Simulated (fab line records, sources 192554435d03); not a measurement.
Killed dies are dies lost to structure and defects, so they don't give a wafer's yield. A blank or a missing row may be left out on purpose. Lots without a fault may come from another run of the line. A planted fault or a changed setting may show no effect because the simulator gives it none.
Problem report in the 8D (eight disciplines) form, filled by code | flow n5_finfet | the parts of the form that need people (team, actions taken, sign-off) are left out

1. THE PROBLEM
spin_speed_rpm at N5_BEOL_M1_COAT_61 reads a mean of 1364.9 rpm on 9 wafers of 3 lots; wafers without a fault read 1499.9 rpm with a standard deviation of 0.95. That is -99 or more standard deviations from the usual mean.
The step: time 60 s, resist thk 60 nm.
First seen on wafer L646.2, day 9 23:04, on litho_track-01. The record holds 15 wafers of 5 lots with a number at this step. Rule for "out", or "out of limits": more than 4 standard deviations from the usual mean. The other wafers with a number count as sound.

2. WHAT IT IS AND WHAT IT IS NOT
question                    | is                     | is not
which readings at this step | spin_speed_rpm         | -
which lots                  | L646, L647, L649       | L637, L650
which wafers of those lots  | all that have a number | -
read on which tools         | litho_track-01         | litho_track-04
when                        | from day 9 23:04       | up to then (3 sound wafers); but 3 sound wafers of L650 came after

3. SUSPECTS, AND WHAT RULES EACH OUT
Counting: a tool at a process step up to the reading stays a suspect if it ran every lot that is out and no sound lot after the first of them.
- litho_track-01 at N5_BEOL_M1_COAT_61 (time 60 s, resist thk 60 nm): kept. It ran every lot that is out, first L646 (day 9 23:04), and no sound lot after that; its last sound lot up to then is L637 (day 7 13:25). Its own readings are out on those wafers: spin_speed_rpm.
Left after counting: litho_track-01 at N5_BEOL_M1_COAT_61.

4. THE CAUSE (what the simulator had put in)
Process parameter drift: litho_track-01, from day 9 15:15 on, at N5_BEOL_M1_COAT_61. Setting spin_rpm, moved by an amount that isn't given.
Counting left only this tool.

5. THE CHAIN OF EFFECTS, in route order
Each row: a reading whose mean over the struck wafers that have a number lies more than 3 standard deviations from the usual. Only readings for which the record gives a usual standard deviation are gone through. hours: the time from each lot's start at the first step in this table that gives one to its start at this step, as a median over the lots. sigmas: the change in usual standard deviations.
hours | step               | reading        | usual      | on struck wafers | change | sigmas
0     | N5_BEOL_M1_COAT_61 | spin_speed_rpm | 1499.9 rpm | 1364.9           | -135.0 | -99 or more
The process steps in it:
- N5_BEOL_M1_COAT_61: time 60 s, resist thk 60 nm.
Later measuring or inspecting steps at which every struck wafer that the step has a row for has a number for every such reading, and none has moved that far: N5_BEOL_M4_RC_MEAS_101.

6. WHAT WOULD HAVE CAUGHT IT SOONER
In this record the first reading out of limits was taken at day 9 23:04, 8 hours after the fault began at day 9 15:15.
